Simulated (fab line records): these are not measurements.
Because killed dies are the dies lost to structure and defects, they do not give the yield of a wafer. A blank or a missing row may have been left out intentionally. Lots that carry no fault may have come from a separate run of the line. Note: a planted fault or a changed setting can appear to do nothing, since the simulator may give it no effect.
fab line records    flow n5-finfet
record lots=3  wafers=9  last-day=18
route steps=1938 shown SD_EPI_N@276 SD_EPI_P@295 SD_ACTIVATION@332 BEOL_M4@1111
lots that met no fault: taken from a fault-free run of the same line
start-h: start of the lot's first displayed wafer, in hours after the record's first day    wait-h: time in hours since the lot's previous step    " unchanged from the row above    L1.1+2: one row covering several wafers at once    - no value, or no start given    * or withheld: withheld    < > ~ a bound
route shown NAME@n: NAME is a module with steps in the file, n the number in the route of the first one    usual: average and standard deviation across the fault-free wafers    same: alike in all rows    chamber/n: place in a boat    sites: per-site readings    _std_site: standard deviation across them    _edge_site: inner sites' mean taken away from outer sites' mean    radius-mm: how far each site lies from the wafer's centre    mask NAME#n: copy n    behind: the most recent tool/chamber to have shaped the wafer    hold: why the lot was held/for how many hours/how that ended    device: the n, p or np transistor that did not switch    end of line: the same wafers' tests at the end of the route    a step given without rows: its recipe and nothing more    killed: dies lost to structure and defects at the first sort, not the wafer's yield    map: a wafer's dies, x killed, . not, _ none there
set.NAME: the setting the step ran with; set.NAME@STEP: the setting that earlier step ran with    model.NAME: the simulator's own value behind a step, which no gauge read
lots at selected steps of the route; one table per step, one row per wafer
services: when a tool's chamber went out of use (start-h, in hours from the record's first day, below 0 if earlier), for how many hours, and the reason
## steps
# step N5_SD_EPI_N_STRIP_36
# recipe chemistry=N2/H2  temp-c=40  n2-flow-sccm=200  h2-flow-sccm=200  rf-frequency-hz=6e+07
# step N5_SD_EPI_N_ETCHBACK_44
# recipe chemistry=CH3F/O2  mode=anisotropic-etchback  target=SiNx  target-depth-a=145  stop-on=SiO2  over-etch-frac=0.3  ion-energy-ev=120  pressure-mtorr=30  source-w=395  bias-w=73  Ar_flow_sccm=150  CH3F_flow_sccm=30  O2_flow_sccm=20
# step N5_SD_EPI_N_ETCH_45
# recipe chemistry=CH3F/O2  target=SiOCN  target-depth-a=60  mask-material=SOC  ion-energy-ev=60  bias-w=29  pressure-mtorr=15  source-w=410  Ar_flow_sccm=150  CH3F_flow_sccm=30  O2_flow_sccm=20
# step N5_SD_EPI_N_ETCH_16
# recipe chemistry=CHF3/O2  target=SiO2  target-depth-a=50  mask-material=SOC  pressure-mtorr=30  source-w=650  bias-w=170  Ar_flow_sccm=200  CHF3_flow_sccm=50  O2_flow_sccm=5  ion-energy-ev=200
# step N5_SD_EPI_N_STRIP_47
# recipe chemistry=CHF3/O2  resist=SiARC  rf-frequency-hz=6e+07
# step N5_SD_EPI_N_SD_RECESS_17
# recipe chemistry=HBr/Cl2/O2  target-depth-a=410  mask-material=SOC  time-s=23.7  bt-time-s=3  pressure-mtorr=10  icp-w=800  bias-w=112  HBr_flow_sccm=150  Cl2_flow_sccm=80  O2_flow_sccm=12
# step N5_SD_EPI_N_STRIP_38
# recipe chemistry=N2/H2  power-w=1000  temp-c=250  h2-frac=0.65  overash-fraction=0.3  pressure-mtorr=withheld  n2-flow-sccm=1750  h2-flow-sccm=3250
# step N5_SD_EPI_N_WET_ETCH_43
# recipe chemistry=dHF  dilution=withheld  time-s=14  target=SiO2  target-depth-a=15  temp-c=25
# step N5_SD_EPI_N_STRIP_18
# recipe chemistry=SPM  time-s=750  temp-c=130  h2so4-h2o2-vol-ratio=4
# step N5_SD_EPI_N_SRD_20
# recipe dry=ipa-marangoni  do-ppb=5  time-s=30  temp-c=23  rinse-liquid=diw
# step N5_SD_EPI_N_PRECLEAN_48
# recipe chemistry=NF3:NH3  afs-cycles=2  temp-c=30  time-s=20  sublimation-temp-c=180  sublimation-time-s=60  pressure-torr=3  rf-power-w=30
# step N5_SD_EPI_N_VAPOR_ETCH_50
# recipe chemistry=HCl  target=Si  temp-c=775  time-s=54  pressure-torr=20  mode=isotropic
# step N5_SD_EPI_N_EPI_21
# recipe material=Si:P  dopant=P  temp-c=680  pressure-torr=255  time-s=690
lot.wafer  tool          chamber  start-h  wait-h  model.Si-P_of_SD_EPI_N_EPI_21.thk-nm
L296.3     epi-rpcvd-01  0        99.18    1.2     58.4
L296.5     "             0        100.18   2.0     59
L296.6     "             0        "        "       55
L306.4     epi-rpcvd-01  0        171.23   0.9     58.8
L306.5     "             0        "        "       58.2
L306.6     "             0        "        "       58
L311.2+4   epi-rpcvd-01  0        190.42   0.4     58
L311.5     "             0        "        "       58.2
# step N5_SD_EPI_N_PRECLEAN_24
# recipe chemistry=O3/DIW  time-s=60  temp-c=22  o3-ppm=10
# step N5_SD_EPI_N_SRD_25
# recipe time-s=30  temp-c=23  rinse-liquid=diw  dry=ipa-marangoni
# step N5_SD_EPI_N_PRECLEAN_49
# recipe chemistry=NF3:NH3  afs-cycles=1  temp-c=30  time-s=20  sublimation-temp-c=180  sublimation-time-s=60  pressure-torr=3  rf-power-w=30
# step N5_SD_EPI_N_LINER_46
# recipe material=SiNx  target-thk-a=30  temp-c=400  ald-precursor-family=SiH2I2  ald-co-reactant=N2/H2-plasma  pressure-torr=2
# step N5_SD_EPI_P_COAT_34
# recipe resist=SOC  temp-c=250  time-s=60  spin-rpm=1500  resist-thk-nm=350
# step N5_SD_EPI_P_COAT_35
# recipe resist=SiARC  temp-c=220  time-s=60  spin-rpm=1500  resist-thk-nm=35
# step N5_SD_EPI_P_COAT_03
# recipe resist=CAR-ArF-block  spin-rpm=1500  resist-thk-nm=150
# step N5_SD_EPI_P_EBR_05
# recipe solvent=PGMEA  ebr-width-mm=1.5
# step N5_SD_EPI_P_SOFTBAKE_04
# recipe temp-c=110  time-s=60  resist=CAR-ArF-block
# step N5_SD_EPI_P_EXPOSE_06
# recipe mask-id=SD_P_BLK  na=1.35  source-shape=conventional  sigma-outer=0.8  polarization=unpolarized  target-cd-nm=240  dose-mj=39.5
# step N5_SD_EPI_P_PEB_07
# recipe peb-temp-c=110  peb-time-s=60  resist=CAR-ArF-block
# step N5_SD_EPI_P_DEVELOP_08
# recipe develop-time-s=30  developer=TMAH  resist=CAR-ArF-block  dev-temp-c=23  rinse-liquid=diw  dry=air-spin
# step N5_SD_EPI_P_DESCUM_14
# recipe chemistry=O2  time-s=7.9  source-power-w=50  bias-power-w=20  pressure-mtorr=20  rf-frequency-hz=2.712e+07  temp-c=40  resist=CAR-ArF-block  o2-flow-sccm=225
# step N5_SD_EPI_P_ETCH_36
# recipe chemistry=CF4  target=SiARC  target-depth-a=455  mask-material=CAR-ArF-block  time-s=75.8  ion-energy-ev=80  pressure-mtorr=40  source-w=545  bias-w=36  Ar_flow_sccm=100  cf4-flow-sccm=100  ends=cleared
# step N5_SD_EPI_P_ETCH_37
# recipe chemistry=N2/H2  target=SOC  overetch-a=1080  mask-material=SiARC  temp-c=40  ion-energy-ev=100  source-w=3000  bias-w=133  pressure-mtorr=20  time-s=486  n2-flow-sccm=200  h2-flow-sccm=200  ends=end-point
# step N5_SD_EPI_P_STRIP_38
# recipe chemistry=N2/H2  temp-c=40  n2-flow-sccm=200  h2-flow-sccm=200  rf-frequency-hz=6e+07
# step N5_SD_EPI_P_ETCHBACK_46
# recipe chemistry=CH3F/O2  mode=anisotropic-etchback  target=SiNx  target-depth-a=175  stop-on=SiO2  over-etch-frac=0.3  ion-energy-ev=120  pressure-mtorr=30  source-w=395  bias-w=73  Ar_flow_sccm=150  CH3F_flow_sccm=30  O2_flow_sccm=20
# step N5_SD_EPI_P_ETCH_47
# recipe chemistry=CH3F/O2  target=SiOCN  target-depth-a=250  mask-material=SOC  ion-energy-ev=60  bias-w=29  pressure-mtorr=30  source-w=410  Ar_flow_sccm=150  CH3F_flow_sccm=30  O2_flow_sccm=20
# step N5_SD_EPI_P_ETCH_16
# recipe chemistry=CHF3/O2  target=SiO2  target-depth-a=50  mask-material=SOC  pressure-mtorr=30  source-w=650  bias-w=170  Ar_flow_sccm=200  CHF3_flow_sccm=50  O2_flow_sccm=5  ion-energy-ev=200
# step N5_SD_EPI_P_STRIP_50
# recipe chemistry=CHF3/O2  resist=SiARC  rf-frequency-hz=6e+07
# step N5_SD_EPI_P_SD_RECESS_17
# recipe chemistry=HBr/Cl2/O2  target-depth-a=391  bt-time-s=3  pressure-mtorr=10  icp-w=800  bias-w=112  HBr_flow_sccm=150  Cl2_flow_sccm=80  O2_flow_sccm=12
# step N5_SD_EPI_P_WET_ETCH_45
# recipe chemistry=dHF  dilution=withheld  time-s=10.7  target=SiO2  target-depth-a=20  temp-c=25  dry=ipa-marangoni  rinse-time-s=30  rinse-temp-c=23
# step N5_SD_EPI_P_STRIP_40
# recipe chemistry=N2/H2  power-w=1000  temp-c=250  h2-frac=0.65  overash-fraction=0.3  pressure-mtorr=withheld  n2-flow-sccm=1750  h2-flow-sccm=3250
# step N5_SD_EPI_P_PRECLEAN_52
# recipe chemistry=O3/DIW  time-s=60  temp-c=22  o3-ppm=10
# step N5_SD_EPI_P_PRECLEAN_24
# recipe chemistry=O3/DIW  time-s=45  temp-c=22  o3-ppm=10
# usual bath-heat-duty-pct=2.4/0.42
lot.wafer  tool          chamber  start-h  wait-h  bath-heat-duty-pct  model.Si-P_of_SD_EPI_N_EPI_21.thk-nm
L296.3     wet-bench-02  2        105.93   0.0     2.1                 57.6
L296.5     "             4        "        "       2.1                 58.2
L296.6     "             3        "        "       2.5                 54.2
L306.4     wet-bench-02  7        177.44   0.0     2.6                 58
L306.5     "             0        "        "       1.7                 57.4
L306.6     "             5        "        "       2.8                 57.2
L311.2     wet-bench-03  4        197.69   0.0     2.1                 57.2
L311.4     "             2        "        "       3.1                 57.2
L311.5     "             3        "        "       2.7                 57.4
# step N5_SD_ACTIVATION_RS_MEAS_03
# recipe thk-meas-gauge=four-point-probe
# usual RS_SD_N=21.95/0.28  RS_SD_P=56.1/0.86
lot.wafer  tool           chamber  start-h  wait-h  RS_SD_N[ohm/sq]  RS_SD_P[ohm/sq]
L296.3     film-metro-02  -        106.68   0.2     21.77            57.5
L296.5     "              -        "        "       21.88            56.7
L296.6     "              -        "        "       23.29            57.9
L306.4     film-metro-01  -        178.00   0.1     21.76            55.2
L306.5     "              -        "        "       21.93            55.3
L306.6     "              -        "        "       22.04            54.2
L311.2     film-metro-01  -        198.21   0.2     22.57            57.0
L311.4     "              -        "        "       22.28            57.9
L311.5     "              -        "        "       22.43            57.3
# step N5_BEOL_M4_RC_MEAS_101
# usual DIBL_N=36.2/1.6  DIBL_P=36.5/1.9  IOFF_N=0.158/0.027  IOFF_P=0.21/0.038  ION_N=675/12  ION_P=464/8.9  RS_SD_N=28.4/0.35  SS_N=71.5/0.61  SS_P=73.4/0.59  VT_N=250.4/3  VT_P=-250/3.6
lot.wafer  tool       chamber  start-h  wait-h  DIBL_N[mV/V]  DIBL_P[mV/V]  IOFF_N[nA/um]  IOFF_P[nA/um]  ION_N[uA/um]  ION_P[uA/um]  RS_SD_N[ohm/sq]  SS_N[mV/dec]  SS_P[mV/dec]  VT_N[mV]  VT_P[mV]
L296.3     prober-01  0        212.85   0.3     36.4          34.1          0.138          0.15           662           449           28.9             71.5          73.1          253.4     -258
L296.5     "          0        "        "       34.5          33.1          0.119          0.14           654           447           28.0             70.9          73.1          253.1     -257
L296.6     "          0        "        "       36.7          35.9          0.146          0.18           672           458           30.6             71.7          73.3          250.4     -255
L306.4     prober-01  0        281.71   0.5     37.5          38.3          0.174          0.26           692           475           28.2             71.1          74.4          245.8     -245
L306.5     "          0        "        "       37.9          38.2          0.169          0.25           690           481           28.4             71.9          73.6          249.3     -247
L306.6     "          0        "        "       35.0          35.0          0.132          0.20           672           461           28.6             71.0          72.5          254.3     -248
L311.2     prober-01  0        313.16   0.2     37.9          38.1          0.188          0.26           677           468           29.0             72.0          73.1          250.6     -247
L311.4     "          0        "        "       38.5          39.4          0.212          0.30           686           477           28.9             72.1          74.5          246.6     -245
L311.5     "          0        "        "       36.0          36.8          0.159          0.24           672           469           28.8             71.3          73.4          250.9     -247
## services
tool          chamber  start-h  hours  kind
epi-rpcvd-01  -        113.80   18.9   pm
## key
first-sign step=N5_SD_ACTIVATION_RS_MEAS_03  reading=RS_SD_N  direction=up  sigmas=4.8  usual=21.95  struck=23.29
effect step=N5_BEOL_M4_RC_MEAS_101  reading=RS_SD_N  direction=up  sigmas=6  usual=28.4  struck=30.6
model-effect step=N5_SD_EPI_N_EPI_21  value=Si-P_of_SD_EPI_N_EPI_21.thk-nm  without=59.2  struck=55
model-effect step=N5_SD_EPI_P_PRECLEAN_24  value=Si-P_of_SD_EPI_N_EPI_21.thk-nm  without=58.4  struck=54.2
met-at N5_SD_EPI_N_EPI_21
struck-wafers L296.6
fault kind=process-parameter-drift  tool=epi-rpcvd-01  chamber=-  onset-h=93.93  steps=N5_SD_EPI_N_EPI_21  channel=time-s  offset=*  shape=step  end-h=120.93  scope=struck-wafers-only  acts-in=*  stated=*
